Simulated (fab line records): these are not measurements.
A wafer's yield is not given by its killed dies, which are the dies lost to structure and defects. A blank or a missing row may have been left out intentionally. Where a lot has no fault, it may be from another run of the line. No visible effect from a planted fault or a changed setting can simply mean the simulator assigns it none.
fab line records ; flow nand-harc
[record] lots = 6; wafers = 18; last-day = 24
route steps=1159 shown A_ONON_D1@434
lots with no fault: from the same line, run without faults
start-h: start of the lot's first displayed wafer, in hours after the record's first day ; wait-h: hours since the lot's step before ; " repeats the value in the row above ; L1.1+2: one row covering several wafers at once ; - value missing, or start not given ; * or withheld: withheld ; < > ~ a bound
route shown NAME@n: NAME is a module with steps in the file, n the number in the route of the first one ; usual: average and standard deviation across the fault-free wafers ; same: alike in all rows ; chamber/n: place in a boat ; sites: the reading at each site ; _std_site: the values' standard deviation ; _edge_site: inner sites' mean taken away from outer sites' mean ; radius-mm: how far each site lies from the wafer's centre ; mask NAME#n: copy n ; behind: the most recent tool/chamber to have shaped the wafer ; hold: why the lot went on hold/how many hours it stayed there/how the hold came to an end ; device: which transistor (n, p or np) failed to switch ; end of line: the tests these same wafers got at the end of their route ; where a step has no rows: the recipe by itself ; killed: at the first sort, the dies lost to defects and structure; wafer yield is something else ; map: the dies of a wafer, with x for killed, . for not killed, _ for no die there
set.NAME: the setting that was run; set.NAME@STEP: the one run at that earlier step ; model.NAME: the simulator's own value behind a step, which no gauge read
lots seen at some steps along the route; tables by step, rows by wafer
services: when a tool's chamber went out of use (start-h, in hours from the record's first day, below 0 if earlier), for how many hours, and the reason
[[steps]]
[step NHARC_A_ONON_D1_ANNEAL_15]
[recipe] temp-c = 750; time-s = 3600
[step NHARC_A_ONON_D1_DEP_16]
[recipe] target-thk-a = 10000; n2-flow-sccm = 2750; n2o-flow-sccm = 2000; nh3-flow-sccm = 500; sih4-flow-sccm = 210; temp-c = 400
[step NHARC_A_ONON_D1_THK_MEAS_18]
[recipe] thk-meas-gauge = ellipsometry
[usual] thk-nm = 1003/11
lot.wafer;tool;chamber;start-h;wait-h;thk-nm
L253.2;film-metro-01;-;189.21;-;1009
L253.4;film-metro-01;-;189.21;-;1008
L253.6;film-metro-01;-;189.21;-;1010
L260.4;film-metro-02;-;224.79;-;989
L260.5;film-metro-02;-;224.79;-;991
L260.6;film-metro-02;-;224.79;-;990
L262.1;film-metro-02;-;241.93;-;1018
L262.2;film-metro-02;-;241.93;-;1018
L262.6;film-metro-02;-;241.93;-;1019
L263.3;film-metro-01;-;241.93;-;1025
L263.4;film-metro-01;-;241.93;-;1025
L263.5;film-metro-01;-;241.93;-;1024
L265.2;film-metro-02;-;262.08;-;987
L265.3;film-metro-02;-;262.08;-;986
L265.6;film-metro-02;-;262.08;-;987
L272.1;film-metro-02;-;295.25;-;1011
L272.3;film-metro-02;-;295.25;-;1010
L272.6;film-metro-02;-;295.25;-;1011
[step NHARC_A_ONON_D1_DEP_19]
[recipe] target-thk-a = 10000; n2-flow-sccm = 2750; n2o-flow-sccm = 2000; nh3-flow-sccm = 500; sih4-flow-sccm = 210; temp-c = 400
[step NHARC_A_ONON_D1_THK_MEAS_21]
[recipe] thk-meas-gauge = ellipsometry
[usual] thk-nm = 997/8.5
lot.wafer;tool;chamber;start-h;wait-h;thk-nm
L253.2;film-metro-02;-;189.77;-;1002
L253.4;film-metro-02;-;189.77;-;1000
L253.6;film-metro-02;-;189.77;-;1001
L260.4;film-metro-02;-;225.35;-;990
L260.5;film-metro-02;-;225.35;-;992
L260.6;film-metro-02;-;225.35;-;991
L262.1;film-metro-01;-;242.49;-;992
L262.2;film-metro-01;-;242.49;-;994
L262.6;film-metro-01;-;242.49;-;994
L263.3;film-metro-02;-;242.50;-;996
L263.4;film-metro-02;-;242.50;-;997
L263.5;film-metro-02;-;242.50;-;997
L265.2;film-metro-01;-;262.65;-;1008
L265.3;film-metro-01;-;262.65;-;1007
L265.6;film-metro-01;-;262.65;-;1009
L272.1;film-metro-01;-;295.82;-;1004
L272.3;film-metro-01;-;295.82;-;1004
L272.6;film-metro-01;-;295.82;-;1004
[step NHARC_A_ONON_D1_DEP_22]
[recipe] target-thk-a = 10000; n2-flow-sccm = 2750; n2o-flow-sccm = 2000; nh3-flow-sccm = 500; sih4-flow-sccm = 210; temp-c = 400
[step NHARC_A_ONON_D1_THK_MEAS_24]
[recipe] thk-meas-gauge = ellipsometry
[usual] thk-nm = 998/9.6
lot.wafer;tool;chamber;start-h;wait-h;thk-nm
L253.2;film-metro-02;-;190.34;-;997
L253.4;film-metro-02;-;190.34;-;996
L253.6;film-metro-02;-;190.34;-;993
L260.4;film-metro-02;-;225.91;-;1012
L260.5;film-metro-02;-;225.91;-;1014
L260.6;film-metro-02;-;225.91;-;1012
L262.1;film-metro-01;-;243.05;-;1006
L262.2;film-metro-01;-;243.05;-;1004
L262.6;film-metro-01;-;243.05;-;1007
L263.3;film-metro-02;-;243.07;-;1000
L263.4;film-metro-02;-;243.07;-;1002
L263.5;film-metro-02;-;243.07;-;1001
L265.2;film-metro-01;-;263.22;-;984
L265.3;film-metro-01;-;263.22;-;986
L265.6;film-metro-01;-;263.22;-;983
L272.1;film-metro-02;-;296.39;-;1010
L272.3;film-metro-02;-;296.39;-;1012
L272.6;film-metro-02;-;296.39;-;1009
[step NHARC_A_ONON_D1_DEP_25]
[recipe] target-thk-a = 10000; n2-flow-sccm = 2750; n2o-flow-sccm = 2000; nh3-flow-sccm = 500; sih4-flow-sccm = 210; temp-c = 400
[step NHARC_A_ONON_D1_THK_MEAS_27]
[recipe] thk-meas-gauge = ellipsometry
[usual] thk-nm = 1001/9.4
lot.wafer;tool;chamber;start-h;wait-h;thk-nm
L253.2;film-metro-01;-;190.90;-;996
L253.4;film-metro-01;-;190.90;-;993
L253.6;film-metro-01;-;190.90;-;996
L260.4;film-metro-02;-;226.48;-;1003
L260.5;film-metro-02;-;226.48;-;1002
L260.6;film-metro-02;-;226.48;-;1002
L262.1;film-metro-02;-;243.65;-;1008
L262.2;film-metro-02;-;243.65;-;1010
L262.6;film-metro-02;-;243.65;-;1009
L263.3;film-metro-01;-;243.68;-;1013
L263.4;film-metro-01;-;243.68;-;1012
L263.5;film-metro-01;-;243.68;-;1014
L265.2;film-metro-02;-;263.79;-;1005
L265.3;film-metro-02;-;263.79;-;1006
L265.6;film-metro-02;-;263.79;-;1006
L272.1;film-metro-02;-;296.95;-;1001
L272.3;film-metro-02;-;296.95;-;999
L272.6;film-metro-02;-;296.95;-;1001
[step NHARC_A_ONON_D1_DEP_28]
[recipe] target-thk-a = 10000; n2-flow-sccm = 2750; n2o-flow-sccm = 2000; nh3-flow-sccm = 500; sih4-flow-sccm = 210; temp-c = 400
[step NHARC_A_ONON_D1_THK_MEAS_30]
[recipe] thk-meas-gauge = ellipsometry
[usual] thk-nm = 995/10
lot.wafer;tool;chamber;start-h;wait-h;thk-nm
L253.2;film-metro-01;-;191.47;-;997
L253.4;film-metro-01;-;191.47;-;996
L253.6;film-metro-01;-;191.47;-;995
L260.4;film-metro-02;-;227.05;-;1009
L260.5;film-metro-02;-;227.05;-;1009
L260.6;film-metro-02;-;227.05;-;1010
L262.1;film-metro-01;-;244.21;-;978
L262.2;film-metro-01;-;244.21;-;979
L262.6;film-metro-01;-;244.21;-;978
L263.3;film-metro-01;-;244.27;-;995
L263.4;film-metro-01;-;244.27;-;996
L263.5;film-metro-01;-;244.27;-;997
L265.2;film-metro-01;-;264.36;-;996
L265.3;film-metro-01;-;264.36;-;996
L265.6;film-metro-01;-;264.36;-;996
L272.1;film-metro-01;-;297.54;-;988
L272.3;film-metro-01;-;297.54;-;989
L272.6;film-metro-01;-;297.54;-;986
[step NHARC_A_ONON_D1_DEP_33]
[recipe] target-thk-a = 2000; temp-c = 400; pressure-torr = 6.5; rf-w = 900; teos-flow-sccm = 161.4; flow-sccm = 2650; target-thk-nm = 200; gas = O2; material = SiO2
[usual] heater-power-outer-w = 285/46; heater-power-w = 523/57; rf-fwd-power-W = 897.8/2.9; throttle-valve-pct = 15.9/0.52
lot.wafer;tool;chamber;start-h;wait-h;heater-power-outer-w;heater-power-w;rf-fwd-power-W;throttle-valve-pct
L253.2;pecvd-02;2;191.57;0.1;207;436;901.7;15.4
L253.4;pecvd-02;1;191.57;0.1;349;606;891.0;16.0
L253.6;pecvd-02;0;191.57;0.1;229;480;901.4;16.2
L260.4;pecvd-03;2;227.24;0.2;280;494;896.6;15.6
L260.6;pecvd-03;0;227.24;0.2;288;537;894.5;16.6
L260.5;pecvd-03;1;227.24;0.2;349;599;899.9;15.4
L262.2;pecvd-03;2;244.27;0.1;207;411;1255.3;15.5
L262.1;pecvd-03;0;244.27;0.1;208;423;895.2;16.3
L262.6;pecvd-03;1;244.27;0.1;294;522;899.8;15.6
L263.3;pecvd-02;0;244.41;0.1;243;483;902.0;16.3
L263.5;pecvd-02;2;244.41;0.1;270;501;899.4;15.3
L263.4;pecvd-02;0;244.41;0.1;247;510;900.0;16.9
L265.2;pecvd-03;2;264.42;0.1;142;310;1260.2;15.8
L265.3;pecvd-03;0;264.42;0.1;228;429;894.0;16.3
L265.6;pecvd-03;1;264.42;0.1;260;481;896.3;15.2
L272.1;pecvd-02;2;297.60;0.1;240;473;898.1;15.5
L272.3;pecvd-02;1;297.60;0.1;267;487;896.9;16.2
L272.6;pecvd-02;2;297.60;0.1;249;469;900.7;15.6
[step NHARC_A_ONON_D1_THK_MEAS_34]
[recipe] thk-meas-gauge = ellipsometry
[usual] thk-nm = 199.9/2.6
lot.wafer;tool;chamber;start-h;wait-h;thk-nm
L253.2;film-metro-02;-;191.95;-;200.5
L253.4;film-metro-02;-;191.95;-;200.9
L253.6;film-metro-02;-;191.95;-;202.8
L260.4;film-metro-01;-;227.52;-;199.8
L260.5;film-metro-01;-;227.52;-;204.1
L260.6;film-metro-01;-;227.52;-;200.3
L262.1;film-metro-02;-;244.68;-;200.5
L262.2;film-metro-02;-;244.68;-;222.7
L262.6;film-metro-02;-;244.68;-;205.5
L263.3;film-metro-02;-;244.74;-;199.5
L263.4;film-metro-02;-;244.74;-;199.2
L263.5;film-metro-02;-;244.74;-;201.2
L265.2;film-metro-01;-;264.83;-;217.3
L265.3;film-metro-01;-;264.83;-;197.0
L265.6;film-metro-01;-;264.83;-;197.0
L272.1;film-metro-01;-;298.01;-;199.5
L272.3;film-metro-01;-;298.01;-;197.0
L272.6;film-metro-01;-;298.01;-;202.4
[[services]]
tool;chamber;start-h;hours;kind
pecvd-02;-;170.52;0.4;repair
pecvd-02;0;207.03;5.3;repair
pecvd-02;-;211.36;0.4;repair
pecvd-02;-;235.98;0.8;repair
pecvd-02;1;274.46;5.7;repair
pecvd-03;-;292.37;13.0;pm
pecvd-03;0;292.37;13.0;vent-cycle
pecvd-03;1;292.37;13.0;vent-cycle
pecvd-03;2;292.37;13.0;vent-cycle
[[key]]
[first-sign] step = NHARC_A_ONON_D1_DEP_33; reading = rf-fwd-power-W; direction = up; sigmas = 99+; usual = *; struck = *
[effect] step = NHARC_A_ONON_D1_DEP_33; reading = heater-power-w; direction = down; sigmas = 2.8; usual = *; struck = *
[effect] step = NHARC_A_ONON_D1_THK_MEAS_34; reading = thk-nm; direction = up; sigmas = 7.8; usual = 199.9; struck = 220.0
met-at NHARC_A_ONON_D1_DEP_33
struck-wafers L262.2,L265.2
tester-left-out L262,L265
onset-between 227.24 244.27
[fault] kind = process-parameter-drift; tool = pecvd-03; chamber = 2; onset-h = 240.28; steps = NHARC_A_ONON_D1_DEP_33; channel = rf-w; offset = *; shape = step; end-h = 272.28; acts-in = *; stated = *
// tester-left-out: of these lots the tester's yield and bins aren't shown, on N5 and GAA mostly nor the transistor test; their killed dies are dies lost to structure and defects alone, not to doping, threshold or leakage, so they don't give the yield
